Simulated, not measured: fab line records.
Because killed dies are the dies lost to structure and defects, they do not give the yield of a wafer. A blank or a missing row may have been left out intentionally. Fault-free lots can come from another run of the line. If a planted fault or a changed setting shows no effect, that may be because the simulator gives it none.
fab line records	flow nand_harc
record lots=14	wafers=42	last_day=34
route steps=1302 shown A_CHANNEL_FILL_D1@507 A_DECK1_JOINT@527 A_ONON_D2@545
lots that met no fault: from a run of the same line without faults
start_h: start of the lot's first displayed wafer, in hours after the record's first day	wait_h: time in hours since the lot's previous step	" as in the row above	L1.1+2: a single row standing in for several wafers	- no value, or no start given	* or withheld: withheld	< > ~ a bound
route shown NAME@n: NAME is a module with steps in the file, n the number in the route of the first one	usual: average and standard deviation across the fault-free wafers	same: alike in all rows	chamber/n: place in a boat	sites: readings site by site	_std_site: standard deviation across them	_edge_site: mean of outer sites minus mean of inner sites	radius_mm: for every site, how far away it sits from the centre of the wafer	mask NAME#n: copy n	behind: the last tool/chamber to shape the wafer	hold: cause of the lot's hold/its duration in hours/its outcome	device: which transistor (n, p or np) failed to switch	end of line: tests run on the same wafers once the route is complete	a step given without rows: its recipe and nothing more	killed: the dies lost at the first sort to structure and to defects; this is not the yield of the wafer	map: shows each die of a wafer: x if killed, . if not, _ if none is there
set.NAME: the setting as run; set.NAME@STEP: as run at that earlier step	model.NAME: the simulator's own value behind a step, which no gauge read
a sample of lots followed through the steps of the route, with each step as a table and each wafer as a row
services: the hour from which a tool's chamber was out of use, counted from the record's first day as start_h (under 0 if before that day), plus the number of hours and why
## steps
# step NHARC_A_CHANNEL_FILL_D1_ALD_25
# recipe target_thk_a=600	pulse_time_s=10	ald_cycles=600	temp_c=300	material=SiOx
# usual heater_power_outer_w=248/32	heater_power_w=449/52	precursor_pulse_height_rel=0.998/0.02
lot.wafer	tool	chamber	start_h	wait_h	heater_power_outer_w	heater_power_w	precursor_pulse_height_rel
L495.1	ald_hk-02	3	226.50	1.3	258	439	1.004
L495.6	"	1	227.76	2.6	199	391	0.985
L495.5	"	2	"	"	208	410	0.998
L496.2	ald_hk-02	0	234.51	0.1	274	517	0.998
L496.1	"	2	235.74	1.3	214	417	0.955
L496.6	"	0	236.97	2.5	279	520	0.966
L497.2	ald_hk-03	3	248.54	0.1	285	492	0.958
L497.4	"	1	249.76	1.3	227	416	0.999
L497.5	"	0	251.60	3.1	284	498	0.988
L498.3	ald_hk-01	3	262.34	0.1	212	369	0.994
L498.1	"	1	263.56	1.3	230	399	0.996
L498.6	"	3	264.79	2.5	210	364	1.022
L499.3	ald_hk-03	0	271.28	1.3	279	496	0.999
L499.4	"	1	"	"	227	412	0.977
L499.6	"	3	273.13	3.1	283	489	1.037
L500.4	ald_hk-01	0	278.55	0.1	232	388	1.012
L500.2	"	2	279.79	1.3	261	485	1.005
L500.6	"	0	281.04	2.5	231	388	0.971
L501.4	ald_hk-03	1	279.16	0.7	224	411	1.034
L501.3	"	3	280.38	1.9	284	487	1.019
L501.5	"	1	281.61	3.1	228	413	0.991
L508.2	ald_hk-01	3	364.11	0.1	197	357	0.989
L508.1	"	2	365.99	1.9	252	450	1.006
L508.5	"	0	367.25	3.2	233	416	1.005
L510.4	ald_hk-03	0	368.55	0.7	285	496	0.977
L510.2	"	2	369.79	1.9	284	518	0.996
L510.6	"	3	"	"	286	491	1.022
L511.1	ald_hk-03	1	380.81	0.7	220	411	0.987
L511.3	"	3	382.05	1.9	287	499	1.002
L511.6	"	0	"	"	285	497	1.001
L514.3	ald_hk-01	3	413.01	0.4	198	351	1.020
L514.1	"	1	414.22	1.7	227	416	1.005
L514.6	"	0	416.03	3.5	234	408	0.973
L515.4	ald_hk-01	3	429.94	0.7	197	345	0.976
L515.1	"	0	"	"	237	415	1.012
L515.5	"	2	431.80	2.5	252	463	1.017
L517.2	ald_hk-02	2	449.98	0.1	218	448	0.996
L517.4	"	1	451.81	1.9	205	394	1.012
L517.6	"	3	453.02	3.1	269	453	0.993
L518.3	ald_hk-01	2	455.90	0.1	246	452	0.992
L518.1	"	1	457.73	1.9	233	425	0.975
L518.5	"	3	458.95	3.1	199	360	0.990
# step NHARC_A_DECK1_JOINT_CMP_13
# recipe target_thk_nm=51.023
# usual motor_current_A=12.6/1.5	time_to_endpoint_s=9.4/2.6
lot.wafer	tool	chamber	start_h	wait_h	motor_current_A	time_to_endpoint_s
L495.1	cmp-04	2	247.56	0.4	10.6	10.4
L495.6	"	3	"	"	11.7	7.5
L495.5	"	0	"	"	14.7	14.1
L496.1	cmp-04	3	260.26	0.4	11.1	8.9
L496.2	"	0	"	"	14.7	11.6
L496.6	"	3	"	"	11.8	8.7
L497.4	cmp-03	3	270.76	0.4	11.6	6.6
L497.2	"	1	"	"	11.9	5.8
L497.5	"	0	"	"	11.1	8.5
L498.1	cmp-04	1	284.52	0.4	13.4	13.3
L498.3	"	2	"	"	11.3	11.0
L498.6	"	1	"	"	13.5	9.0
L499.3	cmp-04	2	292.14	0.4	10.8	9.3
L499.4	"	3	"	"	11.9	6.8
L499.6	"	1	"	"	14.3	8.4
L501.4	cmp-04	0	300.72	0.4	14.4	11.3
L501.3	"	1	"	"	13.3	10.8
L501.5	"	1	"	"	13.3	11.2
L500.2	cmp-03	1	300.75	0.4	12.1	3.4
L500.4	"	2	"	"	9.2	11.5
L500.6	"	1	"	"	11.9	4.0
L508.2	cmp-02	2	389.18	0.4	13.9	5.9
L508.1	"	3	"	"	12.8	6.1
L508.5	"	0	"	"	11.7	8.8
L510.4	cmp-04	0	396.01	0.4	14.9	14.3
L510.2	"	2	"	"	11.2	8.6
L510.6	"	0	"	"	15.1	12.6
L511.3	cmp-02	2	402.64	0.4	14.6	6.4
L511.1	"	1	"	"	14.5	10.4
L511.6	"	3	"	"	12.9	9.7
L514.3	cmp-03	2	436.41	0.4	10.0	11.2
L514.1	"	0	"	"	10.8	7.5
L514.6	"	2	"	"	9.5	13.6
L515.4	cmp-02	0	451.24	0.4	12.2	13.8
L515.1	"	1	"	"	14.4	10.4
L515.5	"	2	"	"	14.6	6.6
L517.2	cmp-03	3	473.11	0.4	11.2	6.4
L517.4	"	1	"	"	12.4	3.6
L517.6	"	2	"	"	10.0	14.3
L518.1	cmp-04	2	481.95	0.4	11.5	10.1
L518.3	"	3	"	"	12.1	10.8
L518.5	"	3	"	"	11.6	7.8
# step NHARC_A_DECK1_JOINT_ETCHBACK_00
# recipe target_depth_a=300	time_s=17.4	hbr_flow_sccm=150	rf_w=350	icp_w=350	bias_w=60	chemistry=HBr
# usual bias_w=59.99/0.17	drypump_motor_current_A=5.6/0.46	oes_product_au=0.997/0.012	rf_fwd_power_W=343.0/1.8	throttle_valve_pct=23.266/0.0092
# same time_s=17.4
lot.wafer	tool	chamber	start_h	wait_h	bias_w	drypump_motor_current_A	oes_product_au	rf_fwd_power_W	rf_hours_counter_h	throttle_valve_pct
L495.1	rie_si-05	2	247.90	0.1	60.11	6.4	0.978	343.2	0.59	23.262
L495.5	"	0	"	"	60.06	5.2	1.005	342.2	-	23.267
L495.6	"	1	"	"	59.87	5.9	1.002	340.8	-	23.258
L496.2	rie_si-03	0	260.64	0.1	60.05	5.6	1.006	343.4	0.16	23.263
L496.1	"	2	"	"	60.01	5.2	1.009	344.3	0.21	23.257
L496.6	"	0	"	"	60.23	5.6	1.003	342.0	-	23.258
L497.2	rie_si-03	0	271.14	0.1	59.95	5.6	1.007	342.5	0.20	23.272
L497.4	"	2	"	"	60.04	5.1	0.991	344.6	0.23	23.266
L497.5	"	1	"	"	59.80	4.7	0.974	340.2	-	23.261
L498.1	rie_si-06	3	284.91	0.1	60.13	6.1	1.010	341.7	0.17	23.260
L498.3	"	1	"	"	59.97	5.6	0.993	345.7	0.15	23.259
L498.6	"	3	"	"	59.91	6.0	1.001	342.3	-	23.278
L499.4	rie_si-03	0	292.47	0.1	59.88	5.6	0.988	342.3	0.31	23.276
L499.3	"	1	"	"	60.32	4.7	0.983	341.7	0.36	23.273
L499.6	"	0	"	"	60.00	5.6	0.998	342.3	-	23.265
L500.2	rie_si-05	1	301.11	0.1	60.05	6.0	1.024	342.7	0.97	23.270
L500.4	"	0	"	"	59.99	5.2	1.002	341.1	1.06	23.257
L500.6	"	1	"	"	60.27	6.0	1.022	342.7	-	23.276
L501.4	rie_si-06	2	301.13	0.1	60.08	5.6	0.995	343.6	0.30	23.276
L501.3	"	3	"	"	59.83	6.0	1.009	340.5	0.29	23.269
L501.5	"	0	"	"	60.10	5.3	0.987	344.7	-	23.259
L508.2	rie_si-03	3	389.51	0.1	59.89	5.4	1.004	344.6	1.10	23.271
L508.1	"	2	"	"	60.08	5.2	0.994	343.8	1.01	23.260
L508.5	"	0	"	"	59.87	5.6	0.990	343.6	-	23.269
L510.4	rie_si-05	3	396.38	0.1	59.87	5.9	0.994	344.1	0.58	23.277
L510.2	"	0	"	"	60.16	5.2	1.001	341.3	0.45	23.251
L510.6	"	2	"	"	59.98	6.4	1.000	343.7	-	23.265
L511.3	rie_si-05	1	403.03	0.1	59.88	5.9	1.007	341.4	0.38	23.268
L511.1	"	2	"	"	60.00	6.4	0.973	341.3	0.56	23.261
L511.6	"	1	"	"	60.05	6.0	1.015	340.7	-	23.267
L514.3	rie_si-03	2	436.79	0.1	60.07	5.2	0.974	345.0	0.20	23.275
L514.1	"	0	"	"	60.16	5.6	0.993	343.6	0.22	23.263
L514.6	"	2	"	"	59.61	5.2	0.974	345.4	-	23.259
L515.4	rie_si-05	0	451.60	0.1	60.10	5.2	1.007	340.2	0.76	23.258
L515.1	"	1	"	"	59.92	5.9	1.012	344.1	0.53	23.248
L515.5	"	2	"	"	59.88	6.3	0.999	343.7	-	23.264
L517.2	rie_si-06	2	473.47	0.1	59.98	5.6	0.993	342.1	0.25	23.282
L517.4	"	0	"	"	59.84	5.3	1.021	347.5	0.26	23.273
L517.6	"	3	"	"	60.29	6.1	1.018	341.8	-	23.247
L518.1	rie_si-03	0	482.33	0.1	59.98	5.6	1.006	340.1	0.42	23.275
L518.3	"	2	"	"	60.04	5.1	0.963	345.2	0.42	23.273
L518.5	"	1	"	"	59.98	4.7	0.984	340.7	-	23.260
# step NHARC_A_ONON_D2_DEP_00
# recipe target_thk_a=10000	n2_flow_sccm=2750	n2o_flow_sccm=2000	nh3_flow_sccm=500	sih4_flow_sccm=210	temp_c=400
lot.wafer	tool	chamber	start_h	wait_h
L495.1+5+6	pecvd_onon-02	0	269.33	0.1
L496.1+2+6	pecvd_onon-04	0	288.44	0.1
L497.2+4+5	pecvd_onon-04	0	296.18	0.1
L498.1+3+6	pecvd_onon-02	0	313.51	0.1
L499.3+4+6	pecvd_onon-02	0	323.56	0.2
L500.2+4+6	pecvd_onon-04	0	332.49	0.1
L501.3+4+5	pecvd_onon-03	0	332.72	0.2
L508.1+2+5	pecvd_onon-02	0	411.12	0.1
L510.2+4+6	pecvd_onon-04	0	416.96	0.1
L511.1+3+6	pecvd_onon-04	0	426.83	0.1
L514.1+3+6	pecvd_onon-02	0	461.40	0.1
L515.1+4+5	pecvd_onon-03	0	472.94	0.1
L517.2+4+6	pecvd_onon-03	0	498.61	0.1
L518.1+3+5	pecvd_onon-02	0	513.68	0.1
# step NHARC_A_ONON_D2_THK_MEAS_02
# recipe thk_meas_gauge=ellipsometry
# usual thk_nm=998/7.2
lot.wafer	tool	chamber	start_h	wait_h	thk_nm
L495.1	film_metro-02	-	269.84	-	995
L495.5	"	-	"	"	995
L495.6	"	-	"	"	997
L496.1	film_metro-01	-	288.95	-	997
L496.2	"	-	"	"	999
L496.6	"	-	"	"	996
L497.2	film_metro-01	-	296.63	-	999
L497.4	"	-	"	"	1000
L497.5	"	-	"	"	998
L498.1	film_metro-01	-	314.02	-	992
L498.3	"	-	"	"	993
L498.6	"	-	"	"	992
L499.3	film_metro-02	-	323.96	-	1001
L499.4	"	-	"	"	1001
L499.6	"	-	"	"	1002
L500.2	film_metro-01	-	332.94	-	1000
L500.4	"	-	"	"	1002
L500.6	"	-	"	"	1001
L501.3	film_metro-02	-	333.12	-	998
L501.4	"	-	"	"	995
L501.5	"	-	"	"	998
L508.1	film_metro-02	-	411.63	-	993
L508.2	"	-	"	"	991
L508.5	"	-	"	"	991
L510.2	film_metro-01	-	417.42	-	1061
L510.4	"	-	"	"	1063
L510.6	"	-	"	"	1064
L511.1	film_metro-02	-	427.35	-	1066
L511.3	"	-	"	"	1065
L511.6	"	-	"	"	1064
L514.1	film_metro-01	-	461.92	-	1002
L514.3	"	-	"	"	1002
L514.6	"	-	"	"	999
L515.1	film_metro-01	-	473.45	-	1007
L515.4	"	-	"	"	1007
L515.5	"	-	"	"	1008
L517.2	film_metro-02	-	499.06	-	992
L517.4	"	-	"	"	994
L517.6	"	-	"	"	993
L518.1	film_metro-01	-	514.18	-	998
L518.3	"	-	"	"	997
L518.5	"	-	"	"	999
## services
tool	chamber	start_h	hours	kind
rie_si-05	-	203.44	1.6	repair
cmp-04	-	209.00	4.0	pm
ald_hk-03	-	214.34	10.0	pm
rie_si-03	-	221.00	9.0	pm
rie_si-05	3	261.04	7.3	repair
cmp-04	-	270.01	2.3	repair
rie_si-05	-	305.00	9.0	pm
cmp-04	-	307.08	4.0	pm
pecvd_onon-04	-	311.08	13.0	pm
cmp-04	-	313.79	2.9	repair
pecvd_onon-02	-	366.57	13.0	pm
cmp-04	-	368.86	1.1	repair
rie_si-03	2	375.10	3.7	repair
rie_si-03	1	377.32	3.9	repair
rie_si-03	-	398.00	9.0	pm
cmp-04	-	405.08	4.0	pm
rie_si-05	1	410.98	10.8	repair
rie_si-05	2	411.49	10.2	repair
cmp-04	-	447.71	0.3	repair
cmp-04	-	451.52	1.6	repair
rie_si-05	3	470.46	20.0	repair
ald_hk-01	-	475.03	10.0	pm
rie_si-05	-	482.00	9.0	pm
cmp-04	-	503.08	4.0	pm
## key
first_sign step=NHARC_A_ONON_D2_THK_MEAS_02	reading=thk_nm	direction=up	sigmas=9.1	usual=998	struck=1064
effect none on later readings
met_at NHARC_A_ONON_D2_DEP_00
struck_lots L510,L511
sort_left_out L510.2,L510.4,L510.6,L511.1,L511.3,L511.6
tester_left_out L510,L511
not_acting_at NHARC_A_CHANNEL_FILL_D1_ALD_25,NHARC_A_DECK1_JOINT_CMP_13,NHARC_A_DECK1_JOINT_ETCHBACK_00
onset_between 332.49 416.96
fault kind=process_parameter_drift	tool=pecvd_onon-04	chamber=-	onset_h=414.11	steps=NHARC_A_ONON_D2_DEP_00	channel=target_thk_a	offset=*	shape=step	end_h=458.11	acts_in=*	stated=*
# tester_left_out: of these lots the tester's yield and bins aren't shown, on N5 and GAA mostly nor the transistor test; their killed dies are dies lost to structure and defects alone, not to doping, threshold or leakage, so they don't give the yield
# sort_left_out: the simulated sort isn't trusted on such a fault, so these wafers' sort isn't shown, and their yield isn't known
